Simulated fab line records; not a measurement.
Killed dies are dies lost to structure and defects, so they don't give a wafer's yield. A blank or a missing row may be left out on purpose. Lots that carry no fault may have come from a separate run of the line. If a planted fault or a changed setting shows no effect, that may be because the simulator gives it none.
fab line records | flow n5-finfet
record lots=4 wafers=12 last-day=17
route steps=1938 shown BEOL_M3@1013 BEOL_M4@1021
lots that met no fault: taken from a fault-free run of the same line
start-h: hours from the record's opening day to when the first of the lot's shown wafers began | wait-h: hours since the lot's step before | " repeats the value in the row above | L1.1+2: one row covering several wafers at once | - no value, or no start given | * or withheld: withheld | < > ~ a bound
route shown NAME@n: a module of which the file shows steps, and the number in the route of the first | usual: mean/standard deviation taken from wafers without a fault | same: alike in all rows | chamber/n: place in a boat | sites: readings site by site | _std_site: the standard deviation of these | _edge_site: mean of outer sites minus mean of inner sites | radius-mm: how far each site lies from the wafer's centre | mask NAME#n: copy n | behind: the tool/chamber that last shaped the wafer | hold: why the lot went on hold/how many hours it stayed there/how the hold came to an end | device: the n, p or np transistor that did not switch | end of line: tests of these same wafers at the route's end | step lacking rows: just its recipe | killed: the dies lost at the first sort to structure and to defects; this is not the yield of the wafer | map: the dies of a wafer, with x for killed, . for not killed, _ for no die there
set.NAME: the setting the step ran with; set.NAME@STEP: the setting that earlier step ran with | model.NAME: the simulator's own value behind a step, which no gauge read
certain route steps with their lots: each step a table, each wafer a row
services: from which hour (start-h, from the record's first day; less than 0 if before it) a tool's chamber was out of use, for how many hours, and why
## steps
# step N5_BEOL_M3_CMP_52
# recipe stop-on=SiOC t-overpolish-s=6.8 down-force-psi=1 platen-rpm=50 clearing-platen-down-force-psi=1.5 clearing-platen-rpm=50 post-cmp-clean=cu-alkaline target-thk-nm=40 clearing-platen-pad-velocity-m-s=0.99484 pad-velocity-m-s=0.99484
# step N5_BEOL_M3_PRE_CLEAN_60
# recipe gas=NH3/H2 time-s=15 temp-c=* rf-power-w=300
# step N5_BEOL_M3_CO_CAP_55
# recipe material=Co target-thk-a=20 temp-c=200 precursor=CCTBA/H2 pressure-torr=30 time-s=102.1
# step N5_BEOL_M3_PRE_CLEAN_56
# recipe gas=NH3 time-s=15 temp-c=withheld rf-power-w=300
# step N5_BEOL_M3_DEP_57
# recipe material=SiCN target-thk-a=80 temp-c=withheld precursor=3MS/NH3 pressure-torr=3 rf-w=202 time-s=14
# step N5_BEOL_M4_ILD_DEP_00
# recipe material=SiOC target-thk-a=790 temp-c=350 precursor=DEMS/O2 pressure-torr=5 rf-w=500 time-s=15.3
# step N5_BEOL_M4_PECVD_72
# recipe material=SiO2 target-thk-a=160 temp-c=400 precursor=TEOS/O2 pressure-torr=5.5 rf-w=450 teos-flow-sccm=53.8 gas=O2 flow-sccm=3000 time-s=18
# step N5_BEOL_M4_HM_DEP_02
# recipe material=TiN target-thk-a=200 temp-c=25 chamber-pressure-pa=0.49996
# step N5_BEOL_M4_COAT_61
# recipe resist=SOC temp-c=250 time-s=60 spin-rpm=1500 resist-thk-nm=60
# usual exhaust-pa=44.9/0.86 spin-speed-rpm=1500.0/0.9
# columns lot.wafer tool chamber start-h wait-h exhaust-pa spin-speed-rpm model.SOC_of_BEOL_M4_COAT_61.thk-nm
L145.2 litho-track-03 0 202.30 0.1 44.5 1502.3 60
L145.4 " 0 " " 45.0 1500.5 60.2
L145.5 " 0 " " 45.1 1501.3 60.2
L153.2 litho-track-03 0 243.78 0.1 45.4 1196.5 67.6
L153.5 " 0 " " 44.2 1196.2 67.2
L153.6 " 0 " " 45.3 1197.6 67.4
L155.4 litho-track-03 0 273.06 0.1 44.4 1196.3 67.2
L155.5 " 0 " " 42.1 1195.8 67.2
L155.6 " 0 " " 44.3 1197.1 67.2
L158.3 litho-track-01 0 283.76 0.1 44.2 1499.0 60.4
L158.4 " 0 " " 44.7 1501.0 60.2
L158.5 " 0 " " 45.2 1501.2 60.2
# step N5_BEOL_M4_COAT_62
# recipe resist=SiARC temp-c=220 time-s=60 spin-rpm=1500 resist-thk-nm=12
# step N5_BEOL_M4_COAT_73
# recipe resist=underlayer temp-c=205 time-s=60 spin-rpm=1500 resist-thk-nm=5
# step N5_BEOL_M4_COAT_05
# recipe resist=CAR-EUV spin-rpm=1500 resist-thk-nm=30
# step N5_BEOL_M4_EBR_07
# recipe solvent=PGMEA ebr-width-mm=1.5
# step N5_BEOL_M4_SOFTBAKE_06
# recipe temp-c=110 time-s=60 resist=CAR-EUV
# step N5_BEOL_M4_EXPOSE_08
# recipe mask-id=M4 na=0.33 source-shape=dipole sigma-inner=0.369 sigma-outer=0.767 polarization=unpolarized dose-mj=41.25
# step N5_BEOL_M4_PEB_09
# recipe peb-temp-c=100 peb-time-s=60 resist=CAR-EUV
# step N5_BEOL_M4_DEVELOP_10
# recipe develop-time-s=30 developer=TMAH resist=CAR-EUV rinse-liquid=surfactant-rinse dry=air-spin dev-temp-c=23
# step N5_BEOL_M4_DESCUM_16
# recipe chemistry=O2 time-s=7 source-power-w=50 bias-power-w=20 pressure-mtorr=20 rf-frequency-hz=2.712e+07 temp-c=40 resist=CAR-EUV o2-flow-sccm=225
# step N5_BEOL_M4_ETCH_74
# recipe chemistry=N2/H2 target=underlayer target-depth-a=65 mask-material=CAR-EUV time-s=5.2 ion-energy-ev=200 pressure-mtorr=30 source-w=840 bias-w=150 n2-flow-sccm=200 h2-flow-sccm=200 ends=cleared
# step N5_BEOL_M4_ETCH_63
# recipe chemistry=CF4 target=SiARC target-depth-a=156 mask-material=CAR-EUV time-s=26 ion-energy-ev=80 pressure-mtorr=40 source-w=545 bias-w=36 Ar_flow_sccm=100 cf4-flow-sccm=100 ends=cleared
# step N5_BEOL_M4_ETCH_64
# recipe chemistry=N2/H2 target=SOC target-depth-a=750 overetch-a=225 mask-material=SiARC temp-c=40 time-s=121.9 ion-energy-ev=200 pressure-mtorr=30 source-w=840 bias-w=150 n2-flow-sccm=200 h2-flow-sccm=200
# usual bias-w=149.9/0.46 drypump-motor-current-A=5.8/0.48 oes-product-au=0.59/0.055 rf-vpp-V=524.1/2.8 showerhead-plenum-p-Torr=2.56/0.096 throttle-valve-pct=17.70/0.28
# columns lot.wafer tool chamber start-h wait-h bias-w drypump-motor-current-A oes-product-au rf-hours-counter-h rf-vpp-V showerhead-plenum-p-Torr throttle-valve-pct model.etch.depth-nm
L145.2 rie-diel-01 2 202.77 0.0 150.2 5.4 0.62 82 527.4 2.68 17.59 60.05
L145.4 " 3 " " 150.1 5.1 0.61 72 528.4 2.69 17.63 60.11
L145.5 " 2 " " 149.8 5.4 0.62 - 527.2 2.68 17.58 60.21
L153.2 rie-diel-03 1 244.35 0.0 150.0 5.7 0.62 124 526.9 2.65 17.38 67.52
L153.5 " 1 " " 149.8 5.7 0.62 - 528.1 2.65 17.37 67.25
L153.6 " 0 " " 150.4 6.3 0.69 - 520.0 2.47 17.60 67.3
L155.4 rie-diel-01 2 273.68 0.0 150.0 5.4 0.63 108 527.0 2.67 17.65 67.11
L155.5 " 1 " " 149.3 6.1 0.56 - 519.3 2.41 17.73 67.25
L155.6 " 0 " " 149.4 5.5 0.72 - 525.1 2.60 17.25 67.23
L158.3 rie-diel-01 3 284.66 0.0 149.6 5.1 0.59 101 527.6 2.68 17.69 60.35
L158.4 " 1 " " 149.2 6.1 0.53 231 518.8 2.41 17.70 60.2
L158.5 " 1 " " 149.5 6.1 0.53 - 520.5 2.41 17.70 60.19
# step N5_BEOL_M4_STRIP_65
# recipe chemistry=N2/H2 temp-c=40 n2-flow-sccm=200 h2-flow-sccm=200 rf-frequency-hz=6e+07
# step N5_BEOL_M4_STRIP_75
# recipe chemistry=N2/H2 temp-c=40 n2-flow-sccm=200 h2-flow-sccm=200 rf-frequency-hz=6e+07
# step N5_BEOL_M4_STRIP_66
# recipe chemistry=CF4 resist=SiARC power-w=300 bias-power-w=75 pressure-mtorr=50 cf4-flow-sccm=150 rf-frequency-hz=6e+07
# step N5_BEOL_M4_HM_OPEN_17
# recipe chemistry=Cl2/BCl3 target-depth-a=200 overetch-a=60 target=TiN mask-material=SOC ion-energy-ev=150 pressure-mtorr=10 icp-w=1000 bias-w=126 Cl2_flow_sccm=53.25 bcl3-flow-sccm=21.75 Ar_flow_sccm=25
# usual bias-w=126.0/0.36 drypump-motor-current-A=5.8/0.46 oes-product-au=0.66/0.059 throttle-valve-pct=22.03/0.077
# columns lot.wafer tool chamber start-h wait-h bias-w drypump-motor-current-A oes-product-au rf-hours-counter-h throttle-valve-pct model.SOC_of_BEOL_M4_COAT_61.thk-nm
L145.2 rie-metal-03 0 202.94 0.0 125.9 5.2 0.74 12 22.02 52
L145.4 " 1 " " 125.5 5.7 0.59 - 22.04 52
L145.5 " 0 " " 126.3 5.2 0.73 - 22.04 52.2
L153.2 rie-metal-03 0 244.53 0.0 126.2 5.2 0.73 15 22.04 59.6
L153.5 " 0 " " 126.6 5.2 0.72 - 22.05 59.4
L153.6 " 1 " " 126.7 5.7 0.59 - 22.04 59.2
L155.4 rie-metal-03 0 273.88 0.1 125.8 5.2 0.72 - 22.05 59.2
L155.5 " 0 " " 125.5 5.2 0.71 - 22.06 59.2
L155.6 " 1 " " 126.3 5.7 0.58 - 22.07 59.2
L158.3 rie-metal-03 1 284.86 0.1 126.3 5.6 0.58 - 22.07 52.4
L158.4 " 0 " " 125.6 5.2 0.71 - 22.05 52.4
L158.5 " 1 " " 126.3 5.7 0.58 - 22.07 52.2
# step N5_BEOL_M4_STRIP_19
# recipe chemistry=O2 power-w=400 temp-c=40 pressure-mtorr=30 rf-frequency-hz=6e+07 bias-power-w=0 overash-fraction=0.2 o2-flow-sccm=225
# step N5_BEOL_M4_RC_MEAS_101
# usual DIBL_N=36.3/1.4 DIBL_P=35.7/1.5 IOFF_N=0.155/0.022 IOFF_P=0.204/0.027 ION_N=671/9 ION_P=459/6.2 SS_N=71.5/0.54 SS_P=73.1/0.56 VT_N=250.2/2.6 VT_P=-251/3.3
# columns lot.wafer tool chamber start-h wait-h DIBL_N[mV/V] DIBL_P[mV/V] IOFF_N[nA/um] IOFF_P[nA/um] ION_N[uA/um] ION_P[uA/um] SS_N[mV/dec] SS_P[mV/dec] VT_N[mV] VT_P[mV]
L145.2 prober-01 0 212.76 0.2 36.3 35.8 0.143 0.179 663 445 70.8 73.0 253.2 -255
L145.4 " 0 " " 36.3 35.8 0.139 0.180 659 448 71.3 73.4 254.3 -257
L145.5 " 0 " " 35.6 35.0 0.131 0.168 648 443 71.2 72.4 254.9 -257
L153.2 prober-02 0 255.85 0.2 38.9 37.2 0.175 0.230 674 462 72.1 74.7 249.2 -250
L153.5 " 0 " " 39.8 37.9 0.190 0.230 685 461 72.6 74.5 246.0 -248
L153.6 " 0 " " 38.5 36.8 0.157 0.217 666 462 71.8 73.4 250.3 -250
L155.4 prober-01 0 280.43 0.5 38.0 37.0 0.169 0.237 677 462 71.2 73.1 248.3 -249
L155.5 " 0 " " 39.3 38.5 0.190 0.263 682 466 71.4 74.4 247.2 -248
L155.6 " 0 " " 38.9 38.2 0.177 0.254 675 462 71.7 73.8 249.5 -246
L158.3 prober-01 0 293.95 0.3 37.5 36.5 0.166 0.207 666 454 71.8 73.5 249.8 -253
L158.4 " 0 " " 38.1 36.8 0.177 0.211 662 452 72.6 73.9 250.0 -251
L158.5 " 0 " " 35.4 33.8 0.134 0.168 666 455 71.6 72.8 251.6 -254
## services
# columns tool chamber start-h hours kind
rie-metal-03 - 205.01 2.8 pm
rie-diel-01 0 225.59 5.0 repair
rie-diel-01 1 246.01 6.7 repair
rie-metal-03 - 259.33 0.2 repair
## key
first-sign step=N5_BEOL_M4_COAT_61 reading=spin-speed-rpm direction=down sigmas=99+ usual=* struck=*
effect none on later readings
model-effect step=N5_BEOL_M4_COAT_61 value=SOC_of_BEOL_M4_COAT_61.thk-nm without=60.1 struck=67.3
model-effect step=N5_BEOL_M4_ETCH_64 value=etch.depth-nm without=60.09 struck=67.28
model-effect step=N5_BEOL_M4_HM_OPEN_17 value=SOC_of_BEOL_M4_COAT_61.thk-nm without=52.1 struck=59.3
met-at N5_BEOL_M4_COAT_61
struck-wafers L153.2,L153.5,L153.6,L155.4,L155.5,L155.6
onset-between 202.30 243.78
fault kind=process-parameter-drift tool=litho-track-03 chamber=- onset-h=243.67 steps=N5_BEOL_M4_COAT_61 channel=spin-rpm offset=* shape=step end-h=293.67 acts-in=* stated=*
